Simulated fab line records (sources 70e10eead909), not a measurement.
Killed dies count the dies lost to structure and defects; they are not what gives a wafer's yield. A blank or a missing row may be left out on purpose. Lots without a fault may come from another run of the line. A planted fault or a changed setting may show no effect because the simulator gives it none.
What tool caused it? || flow nand_harc || 12 lots with 36 wafers sampled at 6 steps, on a route of 1302 steps

WHAT THE GAUGES SHOWED, per wafer
NHARC_A_M1_CD_MEAS_09 targets a cd of 120 nm. Usual: 119.9 nm for cd_nm, sd 0.52.
{"lot": "L205", "measured": "day 23 18:28", "on": "cd_sem-01", "cd_nm (nm)": "119.8 119.8 119.0", "flag": ""}
{"lot": "L208", "measured": "day 24 09:01", "on": "cd_sem-03", "cd_nm (nm)": "119.5 119.6 119.5", "flag": ""}
{"lot": "L209", "measured": "day 24 11:10", "on": "cd_sem-01", "cd_nm (nm)": "119.9 118.7 120.2", "flag": ""}
{"lot": "L211", "measured": "day 25 21:07", "on": "cd_sem-02", "cd_nm (nm)": "119.9 119.3 119.8", "flag": ""}
{"lot": "L213", "measured": "day 26 19:31", "on": "cd_sem-01", "cd_nm (nm)": "119.9 119.7 119.9", "flag": ""}
{"lot": "L216", "measured": "day 27 12:50", "on": "cd_sem-02", "cd_nm (nm)": "120.5 119.9 119.6", "flag": ""}
{"lot": "L220", "measured": "day 30 00:22", "on": "cd_sem-01", "cd_nm (nm)": "120.2 124.8 124.5", "flag": "OFF"}
{"lot": "L222", "measured": "day 30 19:32", "on": "cd_sem-02", "cd_nm (nm)": "123.7 120.6 123.7", "flag": "OFF"}
{"lot": "L223", "measured": "day 30 20:49", "on": "cd_sem-01", "cd_nm (nm)": "119.6 120.2 119.7", "flag": ""}
{"lot": "L224", "measured": "day 31 09:58", "on": "cd_sem-02", "cd_nm (nm)": "119.5 120.1 119.7", "flag": ""}
{"lot": "L226", "measured": "day 32 21:49", "on": "cd_sem-01", "cd_nm (nm)": "120.7 119.9 119.8", "flag": ""}
{"lot": "L227", "measured": "day 33 00:56", "on": "cd_sem-01", "cd_nm (nm)": "120.3 120.2 118.6", "flag": ""}

NHARC_A_M1_OVL_MEAS_10: pitch 240 nm. Usual: overlay_x_nm 0.2 nm, standard deviation 0.83; overlay_y_nm -0.1 nm, standard deviation 0.71.
{"lot": "L205", "measured": "day 23 18:34", "on": "overlay-01", "overlay_x_nm (nm)": "-1.0 -0.9 -0.8", "overlay_y_nm (nm)": "-0.2 -0.4 -0.3", "flag": ""}
{"lot": "L208", "measured": "day 24 09:06", "on": "overlay-01", "overlay_x_nm (nm)": "0.8 -0.7 -0.5", "overlay_y_nm (nm)": "-0.3 0.0 -0.2", "flag": ""}
{"lot": "L209", "measured": "day 24 11:16", "on": "overlay-01", "overlay_x_nm (nm)": "-0.2 -0.1 -0.6", "overlay_y_nm (nm)": "0.6 0.8 0.8", "flag": ""}
{"lot": "L211", "measured": "day 25 21:11", "on": "overlay-02", "overlay_x_nm (nm)": "-0.3 -0.9 -0.8", "overlay_y_nm (nm)": "-0.3 0.2 -0.2", "flag": ""}
{"lot": "L213", "measured": "day 26 19:37", "on": "overlay-01", "overlay_x_nm (nm)": "0.9 0.3 0.6", "overlay_y_nm (nm)": "0.5 0.8 0.8", "flag": ""}
{"lot": "L216", "measured": "day 27 12:56", "on": "overlay-02", "overlay_x_nm (nm)": "-1.0 -1.2 -0.5", "overlay_y_nm (nm)": "-0.3 -0.5 -0.1", "flag": ""}
{"lot": "L220", "measured": "day 30 00:27", "on": "overlay-01", "overlay_x_nm (nm)": "0.4 0.0 0.2", "overlay_y_nm (nm)": "-0.7 -0.6 -0.6", "flag": ""}
{"lot": "L222", "measured": "day 30 19:37", "on": "overlay-02", "overlay_x_nm (nm)": "0.5 0.8 1.0", "overlay_y_nm (nm)": "-1.5 -1.1 -0.5", "flag": ""}
{"lot": "L223", "measured": "day 30 20:54", "on": "overlay-01", "overlay_x_nm (nm)": "0.1 0.6 0.8", "overlay_y_nm (nm)": "0.2 -0.4 0.0", "flag": ""}
{"lot": "L224", "measured": "day 31 10:04", "on": "overlay-02", "overlay_x_nm (nm)": "1.1 1.4 1.5", "overlay_y_nm (nm)": "0.2 0.7 0.8", "flag": ""}
{"lot": "L226", "measured": "day 32 21:54", "on": "overlay-01", "overlay_x_nm (nm)": "-1.3 -1.2 -0.7", "overlay_y_nm (nm)": "0.1 0.1 0.1", "flag": ""}
{"lot": "L227", "measured": "day 33 01:01", "on": "overlay-01", "overlay_x_nm (nm)": "-1.4 -1.7 -1.3", "overlay_y_nm (nm)": "-0.3 -0.3 -0.7", "flag": ""}

NHARC_END_SORT_01. Usual: value, then standard deviation, for each; defect_limited_yield 90.1 % / 2.4; killed_at_array 62 / 16; killed_at_other 0.8 / 1.1; killed_at_periphery 4 / 3.2; killed_dies 67 / 16; killed_open 3.5 / 1.9; killed_short 2.1 / 1.5.
{"lot": "L211", "measured": "day 27 07:16", "on": "prober-02", "defect_limited_yield (%)": "87.1 86.9 88.3", "killed_at_array": "86 82 76", "killed_at_other": "1 2 0", "killed_at_periphery": "0 5 3", "killed_dies": "87 89 79", "killed_open": "4 3 4", "killed_short": "3 1 1", "flag": ""}
{"lot": "L213", "measured": "day 29 01:47", "on": "prober-01", "defect_limited_yield (%)": "90.3 89.8 90.4", "killed_at_array": "63 65 60", "killed_at_other": "0 1 0", "killed_at_periphery": "3 3 5", "killed_dies": "66 69 65", "killed_open": "1 3 5", "killed_short": "3 2 0", "flag": ""}
{"lot": "L216", "measured": "day 29 00:13", "on": "prober-02", "defect_limited_yield (%)": "89.1 88.8 89.1", "killed_at_array": "71 72 68", "killed_at_other": "1 2 2", "killed_at_periphery": "2 2 4", "killed_dies": "74 76 74", "killed_open": "4 5 3", "killed_short": "0 4 1", "flag": ""}
{"lot": "L220", "measured": "day 31 16:16", "on": "prober-01", "defect_limited_yield (%)": 85.5, "killed_at_array": 93, "killed_at_other": 0, "killed_at_periphery": 5, "killed_dies": 98, "killed_open": 3, "killed_short": 3, "flag": ""}
{"lot": "L222", "measured": "day 32 13:49", "on": "prober-01", "defect_limited_yield (%)": "90.8 90.8 91.0", "killed_at_array": "61 60 60", "killed_at_other": "0 0 0", "killed_at_periphery": "1 2 1", "killed_dies": "62 62 61", "killed_open": "5 3 4", "killed_short": "2 3 2", "flag": ""}
{"lot": "L223", "measured": "day 32 04:24", "on": "prober-01", "defect_limited_yield (%)": "86.9 87.6 89.2", "killed_at_array": "89 81 73", "killed_at_other": "0 0 0", "killed_at_periphery": "0 3 0", "killed_dies": "89 84 73", "killed_open": "5 0 3", "killed_short": "1 3 3", "flag": ""}
{"lot": "L226", "measured": "day 34 09:10", "on": "prober-02", "defect_limited_yield (%)": "89.5 91.0 91.4", "killed_at_array": "66 57 57", "killed_at_other": "3 0 1", "killed_at_periphery": "2 4 0", "killed_dies": "71 61 58", "killed_open": "3 2 0", "killed_short": "2 3 2", "flag": ""}

WHICH TOOL RAN EACH LOT (tool, then ch and the chambers of the sampled wafers, then the start)
{"lot": "L205", "NHARC_A_M0_CMP_23": "cmp-01 ch 0,1,3, day 23 16:44", "NHARC_A_M1_PEB_07": "litho_track-01 ch 0, day 23 18:24", "NHARC_A_M1_ETCH_35": "rie_diel-13 ch 1,2, day 23 18:46"}
{"lot": "L208", "NHARC_A_M0_CMP_23": "cmp-01 ch 1,2, day 24 07:02", "NHARC_A_M1_PEB_07": "litho_track-06 ch 0, day 24 08:56", "NHARC_A_M1_ETCH_35": "rie_diel-08 ch 1,2,3, day 24 09:17"}
{"lot": "L209", "NHARC_A_M0_CMP_23": "cmp-01 ch 1,3, day 24 09:08", "NHARC_A_M1_PEB_07": "litho_track-06 ch 0, day 24 11:05", "NHARC_A_M1_ETCH_35": "rie_diel-13 ch 2,3, day 24 11:27"}
{"lot": "L211", "NHARC_A_M0_CMP_23": "cmp-02 ch 0,3, day 25 19:16", "NHARC_A_M1_PEB_07": "litho_track-01 ch 0, day 25 21:02", "NHARC_A_M1_ETCH_35": "rie_diel-13 ch 0,2,3, day 25 21:23"}
{"lot": "L213", "NHARC_A_M0_CMP_23": "cmp-02 ch 0,3, day 26 17:39", "NHARC_A_M1_PEB_07": "litho_track-04 ch 0, day 26 19:26", "NHARC_A_M1_ETCH_35": "rie_diel-08 ch 1,3, day 26 19:52"}
{"lot": "L216", "NHARC_A_M0_CMP_23": "cmp-01 ch 1,2,3, day 27 11:03", "NHARC_A_M1_PEB_07": "litho_track-04 ch 0, day 27 12:46", "NHARC_A_M1_ETCH_35": "rie_diel-08 ch 0,1,3, day 27 13:07"}
{"lot": "L220", "NHARC_A_M0_CMP_23": "cmp-04 ch 2,3, day 29 22:31", "NHARC_A_M1_PEB_07": "litho_track-04 ch 0, day 30 00:17", "NHARC_A_M1_ETCH_35": "rie_diel-08 ch 0,2,3, day 30 00:39"}
{"lot": "L222", "NHARC_A_M0_CMP_23": "cmp-02 ch 0,2,3, day 30 17:39", "NHARC_A_M1_PEB_07": "litho_track-04 ch 0, day 30 19:27", "NHARC_A_M1_ETCH_35": "rie_diel-13 ch 1,2,3, day 30 19:48"}
{"lot": "L223", "NHARC_A_M0_CMP_23": "cmp-04 ch 0,1,3, day 30 18:56", "NHARC_A_M1_PEB_07": "litho_track-06 ch 0, day 30 20:44", "NHARC_A_M1_ETCH_35": "rie_diel-13 ch 1,3, day 30 21:05"}
{"lot": "L224", "NHARC_A_M0_CMP_23": "cmp-02 ch 0,1,3, day 31 08:17", "NHARC_A_M1_PEB_07": "litho_track-01 ch 0, day 31 09:53", "NHARC_A_M1_ETCH_35": "rie_diel-13 ch 0,1, day 31 10:14"}
{"lot": "L226", "NHARC_A_M0_CMP_23": "cmp-02 ch 1,2, day 32 20:00", "NHARC_A_M1_PEB_07": "litho_track-01 ch 0, day 32 21:44", "NHARC_A_M1_ETCH_35": "rie_diel-13 ch 0,1,2, day 32 22:06"}
{"lot": "L227", "NHARC_A_M0_CMP_23": "cmp-01 ch 0,1,3, day 32 23:05", "NHARC_A_M1_PEB_07": "litho_track-06 ch 0, day 33 00:51", "NHARC_A_M1_ETCH_35": "rie_diel-13 ch 0,1,3, day 33 01:12"}
- NHARC_A_M0_CMP_23: polishes, t overpolish 20 s, target thk 113.75 nm.
- NHARC_A_M1_PEB_07: peb time 65 s.
- NHARC_A_M1_ETCH_35: etches the open film in N2/H2, target depth 40 nm, overetch 12 nm, time 43.94 s.

AS READ BY THE TOOLS THEMSELVES (means over the sampled wafers that have a number; for cases with no such wafer, the mark the record gives instead)
NHARC_A_M0_CMP_23. Usual: motor_current_A 11.6 A, standard deviation 1.5; time_to_endpoint_s 28.6 s, standard deviation 2.3.
{"lot": "L205", "tool": "cmp-01", "motor_current_A (A)": 12.5, "time_to_endpoint_s (s)": 32.1, "flag": ""}
{"lot": "L208", "tool": "cmp-01", "motor_current_A (A)": 12.2, "time_to_endpoint_s (s)": 28.8, "flag": ""}
{"lot": "L209", "tool": "cmp-01", "motor_current_A (A)": 11.8, "time_to_endpoint_s (s)": 31.0, "flag": ""}
{"lot": "L211", "tool": "cmp-02", "motor_current_A (A)": 10.7, "time_to_endpoint_s (s)": 27.2, "flag": ""}
{"lot": "L213", "tool": "cmp-02", "motor_current_A (A)": 10.8, "time_to_endpoint_s (s)": 30.9, "flag": ""}
{"lot": "L216", "tool": "cmp-01", "motor_current_A (A)": 11.9, "time_to_endpoint_s (s)": 25.7, "flag": ""}
{"lot": "L220", "tool": "cmp-04", "motor_current_A (A)": 10.7, "time_to_endpoint_s (s)": 29.9, "flag": ""}
{"lot": "L222", "tool": "cmp-02", "motor_current_A (A)": 11.4, "time_to_endpoint_s (s)": 30.2, "flag": ""}
{"lot": "L223", "tool": "cmp-04", "motor_current_A (A)": 10.9, "time_to_endpoint_s (s)": 28.2, "flag": ""}
{"lot": "L224", "tool": "cmp-02", "motor_current_A (A)": 11.2, "time_to_endpoint_s (s)": 29.6, "flag": ""}
{"lot": "L226", "tool": "cmp-02", "motor_current_A (A)": 10.9, "time_to_endpoint_s (s)": 26.4, "flag": ""}
{"lot": "L227", "tool": "cmp-01", "motor_current_A (A)": 12.8, "time_to_endpoint_s (s)": 28.2, "flag": ""}

NHARC_A_M1_ETCH_35. Usual: drypump_motor_current_A 5.7 A, standard deviation 0.41; n2_flow_sccm 150.0 sccm, standard deviation 0.47; oes_product_au 1.000 a.u., standard deviation 0.0072; rf_vpp_V 430.3 V, standard deviation 2; showerhead_plenum_p_Torr 2.03 Torr, standard deviation 0.068; throttle_valve_pct 14.172 %, standard deviation 0.0085.
{"lot": "L205", "tool": "rie_diel-13", "drypump_motor_current_A (A)": 6.1, "n2_flow_sccm (sccm)": 149.6, "oes_product_au (a.u.)": 0.999, "rf_vpp_V (V)": 431.9, "showerhead_plenum_p_Torr (Torr)": 2.06, "throttle_valve_pct (%)": 14.168, "flag": ""}
{"lot": "L208", "tool": "rie_diel-08", "drypump_motor_current_A (A)": 5.4, "n2_flow_sccm (sccm)": 150.1, "oes_product_au (a.u.)": 1.000, "rf_vpp_V (V)": 429.7, "showerhead_plenum_p_Torr (Torr)": 2.00, "throttle_valve_pct (%)": 14.169, "flag": ""}
{"lot": "L209", "tool": "rie_diel-13", "drypump_motor_current_A (A)": 5.9, "n2_flow_sccm (sccm)": 150.5, "oes_product_au (a.u.)": 0.998, "rf_vpp_V (V)": 432.8, "showerhead_plenum_p_Torr (Torr)": 2.12, "throttle_valve_pct (%)": 14.177, "flag": ""}
{"lot": "L211", "tool": "rie_diel-13", "drypump_motor_current_A (A)": 5.7, "n2_flow_sccm (sccm)": 149.2, "oes_product_au (a.u.)": 0.994, "rf_vpp_V (V)": 429.8, "showerhead_plenum_p_Torr (Torr)": 2.05, "throttle_valve_pct (%)": 14.179, "flag": ""}
{"lot": "L213", "tool": "rie_diel-08", "drypump_motor_current_A (A)": 5.2, "n2_flow_sccm (sccm)": 150.1, "oes_product_au (a.u.)": 1.001, "rf_vpp_V (V)": 430.3, "showerhead_plenum_p_Torr (Torr)": 2.02, "throttle_valve_pct (%)": 14.162, "flag": ""}
{"lot": "L216", "tool": "rie_diel-08", "drypump_motor_current_A (A)": 5.6, "n2_flow_sccm (sccm)": 150.0, "oes_product_au (a.u.)": 0.996, "rf_vpp_V (V)": 430.6, "showerhead_plenum_p_Torr (Torr)": 2.01, "throttle_valve_pct (%)": 14.171, "flag": ""}
{"lot": "L220", "tool": "rie_diel-08", "drypump_motor_current_A (A)": 5.6, "n2_flow_sccm (sccm)": 150.3, "oes_product_au (a.u.)": 1.005, "rf_vpp_V (V)": 429.3, "showerhead_plenum_p_Torr (Torr)": 2.02, "throttle_valve_pct (%)": 14.178, "flag": ""}
{"lot": "L222", "tool": "rie_diel-13", "drypump_motor_current_A (A)": 5.9, "n2_flow_sccm (sccm)": 150.0, "oes_product_au (a.u.)": 0.996, "rf_vpp_V (V)": 431.5, "showerhead_plenum_p_Torr (Torr)": 2.08, "throttle_valve_pct (%)": 14.177, "flag": ""}
{"lot": "L223", "tool": "rie_diel-13", "drypump_motor_current_A (A)": 5.7, "n2_flow_sccm (sccm)": 149.9, "oes_product_au (a.u.)": 0.997, "rf_vpp_V (V)": 432.0, "showerhead_plenum_p_Torr (Torr)": 2.07, "throttle_valve_pct (%)": 14.166, "flag": ""}
{"lot": "L224", "tool": "rie_diel-13", "drypump_motor_current_A (A)": 5.9, "n2_flow_sccm (sccm)": 150.1, "oes_product_au (a.u.)": 1.007, "rf_vpp_V (V)": 428.5, "showerhead_plenum_p_Torr (Torr)": 1.99, "throttle_valve_pct (%)": 14.166, "flag": ""}
{"lot": "L226", "tool": "rie_diel-13", "drypump_motor_current_A (A)": 5.9, "n2_flow_sccm (sccm)": 149.9, "oes_product_au (a.u.)": 1.004, "rf_vpp_V (V)": 429.6, "showerhead_plenum_p_Torr (Torr)": 2.02, "throttle_valve_pct (%)": 14.170, "flag": ""}
{"lot": "L227", "tool": "rie_diel-13", "drypump_motor_current_A (A)": 5.7, "n2_flow_sccm (sccm)": 149.8, "oes_product_au (a.u.)": 0.995, "rf_vpp_V (V)": 430.6, "showerhead_plenum_p_Torr (Torr)": 2.01, "throttle_valve_pct (%)": 14.170, "flag": ""}

THE ANSWER, worked out from the rows above alone
Rule: lot off if the mean of its wafers having a number is beyond 3 standard deviations from the usual mean. A lot without any number at a reading at which 4 lots or more have one is off too. Where the step has rows for the other lots, those lots are counted as sound. The gauges are gone through in route order, then the tools' own readings, and for those a lot's mean is taken as printed above. The first step at which some lot is off is used, and at that step the reading that is off furthest; a lot without a number counts as furthest.
Off at NHARC_A_M1_CD_MEAS_09 (cd_nm): L220, L222.
A tool fits if, at a process step before that reading, it ran every lot that is off, and no sound lot after the first of them. The gauges at NHARC_A_M1_CD_MEAS_09 are tried like those tools. One fits: litho_track-04 at NHARC_A_M1_PEB_07. A fault onset in the window from L216 (day 27 12:46, its last sound lot) to L220 (day 30 00:17, its first lot off) fits.

WHAT THE SIMULATOR HAD PUT IN
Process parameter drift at NHARC_A_M1_PEB_07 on litho_track-04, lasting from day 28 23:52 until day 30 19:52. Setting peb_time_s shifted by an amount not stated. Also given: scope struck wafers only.
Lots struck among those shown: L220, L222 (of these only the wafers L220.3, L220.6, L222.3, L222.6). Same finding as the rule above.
